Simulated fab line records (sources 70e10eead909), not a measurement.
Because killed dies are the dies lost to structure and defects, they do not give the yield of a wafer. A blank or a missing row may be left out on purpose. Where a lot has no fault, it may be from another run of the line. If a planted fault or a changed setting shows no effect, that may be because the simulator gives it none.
Matching of chambers :: flow nandHarc :: aldMetal-04 running NHARC_A_CONTACT_ALD_18: 4 sister chambers
The step deposits TiN, target thk 3 nm, pulse time 1 s, ald cycles 150. 8 wafers are shown with their chamber, then 12 later ones without.

## EACH WAFER AND ITS CHAMBER
wafer: L081.1
chamber: 1
heaterPowerW (W): 1148
precursorPulseHeightRel: 1.039

wafer: L083.4
chamber: 1
heaterPowerW (W): 1174
precursorPulseHeightRel: 0.941

wafer: L085.2
chamber: 3
heaterPowerW (W): 1230
precursorPulseHeightRel: 1.015

wafer: L086.2
chamber: 0
heaterPowerW (W): 1180
precursorPulseHeightRel: 0.955

wafer: L086.5
chamber: 2
heaterPowerW (W): 1123
precursorPulseHeightRel: 1.012

wafer: L088.1
chamber: 2
heaterPowerW (W): 1140
precursorPulseHeightRel: 1.006

wafer: L088.2
chamber: 3
heaterPowerW (W): 1225
precursorPulseHeightRel: 0.984

wafer: L088.3
chamber: 0
heaterPowerW (W): 1181
precursorPulseHeightRel: 1.022

## WAFERS WITH NO CHAMBER GIVEN
wafer: L087.3
heaterPowerW (W): 1152
precursorPulseHeightRel: 0.976

wafer: L087.5
heaterPowerW (W): 1109
precursorPulseHeightRel: 1.017

wafer: L087.6
heaterPowerW (W): 1186
precursorPulseHeightRel: 1.027

wafer: L091.2
heaterPowerW (W): 1143
precursorPulseHeightRel: 1.017

wafer: L091.5
heaterPowerW (W): 1161
precursorPulseHeightRel: 1.015

wafer: L091.6
heaterPowerW (W): 1114
precursorPulseHeightRel: 1.007

wafer: L093.3
heaterPowerW (W): 1129
precursorPulseHeightRel: 1.004

wafer: L093.4
heaterPowerW (W): 1134
precursorPulseHeightRel: 0.977

wafer: L093.5
heaterPowerW (W): 1119
precursorPulseHeightRel: 0.990

wafer: L096.3
heaterPowerW (W): 1087
precursorPulseHeightRel: 1.032

wafer: L096.4
heaterPowerW (W): 1169
precursorPulseHeightRel: 0.987

wafer: L096.6
heaterPowerW (W): 1213
precursorPulseHeightRel: 1.008

## THE CHAMBER EACH PASSED THROUGH
wafer: L087.3
from the rows above: can't be placed: 1 or 2 or 0
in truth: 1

wafer: L087.5
from the rows above: 2
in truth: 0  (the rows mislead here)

wafer: L087.6
from the rows above: can't be placed: 0 or 1
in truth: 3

wafer: L091.2
from the rows above: can't be placed: 2 or 1
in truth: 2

wafer: L091.5
from the rows above: can't be placed: 1 or 0
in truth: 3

wafer: L091.6
from the rows above: 2
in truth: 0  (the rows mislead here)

wafer: L093.3
from the rows above: 2
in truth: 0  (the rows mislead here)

wafer: L093.4
from the rows above: can't be placed: 2 or 1
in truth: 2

wafer: L093.5
from the rows above: 2
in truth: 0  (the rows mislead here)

wafer: L096.3
from the rows above: 2
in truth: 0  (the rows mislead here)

wafer: L096.4
from the rows above: can't be placed: 1 or 0
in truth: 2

wafer: L096.6
from the rows above: can't be placed: 3 or 0
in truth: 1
Correctly placed: 0 of 12. Unplaceable from these rows: 7, with the true chamber sitting among the candidates in 3. Wrongly placed: 5.
How it was worked out, from the rows above alone: a wafer's distance from a chamber is the root of the sum, over the readings, of the square of ((its reading less the chamber's mean) divided by the reading's scatter). If the next closest chamber is less than 2 further off than the closest, the wafer can't be placed; otherwise it belongs to the closest. The mean given for a chamber averages the wafers shown for that chamber. How the scatter is found: for the shown wafers, subtract from each reading the mean of its chamber, square and add these, divide the total by (wafers less chambers), then take the root.
